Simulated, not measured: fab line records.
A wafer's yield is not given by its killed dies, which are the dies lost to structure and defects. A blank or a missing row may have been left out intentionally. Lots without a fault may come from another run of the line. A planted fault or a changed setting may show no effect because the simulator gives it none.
Problem report, 8D (eight disciplines) form, completed by code :: flow n5Finfet :: the parts of the form that need people (team, actions taken, sign-off) are left out

1. PROBLEM STATEMENT
Mean of overpolishRunS at N5_BEOL_M11_CMP_52: 3.471 s across 4 wafers in 2 lots; on wafers with no fault it is 6.999 s (standard deviation 0.01). That is -99 or more standard deviations from the usual mean.
The step: polishes, stops on SiCOH lowk, t overpolish 7 s, target thk 140 nm.
Seen first at day 15 17:05 on cmp-04, wafer L149.2. At this step, 30 wafers from 10 lots have a number in the record. Rule for "out", or "out of limits": more than 4 standard deviations from the usual mean. The rest of the wafers with a number are treated as sound.

2. WHAT IT IS AND WHAT IT IS NOT
question: which readings at this step
is: overpolishRunS, barrierFieldEndpointS
is not: motorCurrentA, slurryFilterDpKPa

question: which lots
is: L149, L150
is not: L131, L132, L141, L143, L145, L151, L152, L153

question: which wafers of those lots
is: L149.2, L149.5, L150.2, L150.5
is not: L149.1, L150.1

question: read on which tools
is: cmp-02, cmp-04
is not: cmp-03

question: when
is: from day 15 17:05
is not: up to then (19 sound wafers); but 7 sound wafers of L150, L152, L153 came after

3. WHAT RULES OUT EACH SUSPECT
Counting: a tool at a process step up to the reading stays a suspect if it ran every lot that is out. Sound lots after the first of them don't rule it out here, since some wafers of a struck lot are sound.
- pecvd-01 at N5_BEOL_M11_PECVD_70 (deposits SiO2 from TEOS/O2, target thk 20 nm, time 22.7 s): kept. It processed each lot that is out (first: L149, day 15 07:40); up to then, its last sound lot is L145 (day 13 22:34).
- pvdSputter-02 at N5_BEOL_M11_DEGAS_44 (time 60 s): kept. It processed each lot that is out (first: L149, day 15 15:23); up to then, its last sound lot is L145 (day 14 04:16).
Remaining after the count are pecvd-01 at N5_BEOL_M11_PECVD_70 and pvdSputter-02 at N5_BEOL_M11_DEGAS_44.

4. THE CAUSE (what the simulator had put in)
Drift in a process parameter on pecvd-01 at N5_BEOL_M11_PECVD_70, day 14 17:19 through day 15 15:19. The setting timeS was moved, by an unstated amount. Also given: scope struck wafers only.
Counting left 2 suspects, and this tool is among them.

5. THE EFFECT CHAIN, in route order
Each row: a reading whose mean over the struck wafers that have a number lies more than 3 standard deviations from the usual. Scope: only readings with a usual standard deviation given in the record; hours: median across lots of the time from each lot's start at the first step in this table that gives one to its start at this step; sigmas: change in usual standard deviations.
hours: 0
step: N5_BEOL_M11_CMP_52
reading: barrierFieldEndpointS
usual: 28.7 s
on struck wafers: 43.3
change: +14.6
sigmas: +20

hours: 0
step: N5_BEOL_M11_CMP_52
reading: overpolishRunS
usual: 6.999 s
on struck wafers: 3.471
change: -3.527
sigmas: -99 or more
Process steps it contains:
- N5_BEOL_M11_CMP_52: polishes, stops on SiCOH lowk, t overpolish 7 s, target thk 140 nm.
At these later measuring or inspecting steps, every struck wafer for which the step has a row has a number for every such reading, and none has moved that far: N5_BEOL_M11_THK_MEAS_53.

6. WHAT WOULD HAVE CAUGHT IT SOONER
In this record the first reading out of limits was taken at day 15 17:05, 24 hours after the fault began at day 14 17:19.
No tool reading at N5_BEOL_M11_PECVD_70 that has a usual standard deviation in the record was out on any struck wafer, so an alarm limit of 4 standard deviations on those readings would not have fired.
The start of N5_BEOL_M11_PECVD_70 on pecvd-01 came by day 15 17:05 for every one of the lots that are out (2). A hold on the tool at that time would have spared none of them.
